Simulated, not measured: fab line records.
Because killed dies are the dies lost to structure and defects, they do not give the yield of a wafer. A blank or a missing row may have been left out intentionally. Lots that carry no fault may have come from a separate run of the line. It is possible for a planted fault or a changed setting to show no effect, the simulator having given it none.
Chamber matching || flow n5 finfet || rie diel-04 running N5_BEOL_M6_ETCH_62: 4 sister chambers
The step etches SOC in N2/H2, target depth 110 nm, overetch 22 nm, time 165 s. 4 wafers are shown with their chamber, then 7 later ones without.

== WAFERS WITH THEIR CHAMBER ==
{"wafer": "L081.2", "chamber": 1, "showerhead plenum p Torr (Torr)": 2.70}
{"wafer": "L083.5", "chamber": 3, "showerhead plenum p Torr (Torr)": 2.60}
{"wafer": "L092.2", "chamber": 2, "showerhead plenum p Torr (Torr)": 2.43}
{"wafer": "L092.3", "chamber": 0, "showerhead plenum p Torr (Torr)": 2.49}

== WAFERS WITH NO CHAMBER GIVEN ==
{"wafer": "L092.5", "showerhead plenum p Torr (Torr)": 2.49}
{"wafer": "L095.3", "showerhead plenum p Torr (Torr)": 2.49}
{"wafer": "L095.4", "showerhead plenum p Torr (Torr)": 2.48}
{"wafer": "L095.5", "showerhead plenum p Torr (Torr)": 2.42}
{"wafer": "L096.3", "showerhead plenum p Torr (Torr)": 2.69}
{"wafer": "L096.5", "showerhead plenum p Torr (Torr)": 2.42}
{"wafer": "L096.6", "showerhead plenum p Torr (Torr)": 2.49}

== WHICH CHAMBER EACH ONE RAN IN ==
{"wafer": "L092.5", "from the rows above": 0, "in truth": 0}
{"wafer": "L095.3", "from the rows above": 0, "in truth": 0}
{"wafer": "L095.4", "from the rows above": 0, "in truth": 0}
{"wafer": "L095.5", "from the rows above": 2, "in truth": 2}
{"wafer": "L096.3", "from the rows above": 1, "in truth": 1}
{"wafer": "L096.5", "from the rows above": 2, "in truth": 2}
{"wafer": "L096.6", "from the rows above": 0, "in truth": 0}
Correctly placed: 7 of 7. Left unplaced by these rows: 0. Placed wrongly: 0.
How it was worked out, from the rows above alone: a wafer's distance from a chamber is the root of the sum, over the readings, of the square of ((its reading less the chamber's mean) divided by the reading's scatter). The wafer belongs to the nearest chamber; if the next one is less than 2 further off, it can't be placed. Each chamber's mean is taken over the wafers shown for it. The scatter (one wafer shown for each chamber): square how far every hidden wafer sits from the nearest shown wafer, average those squares and take the square root.
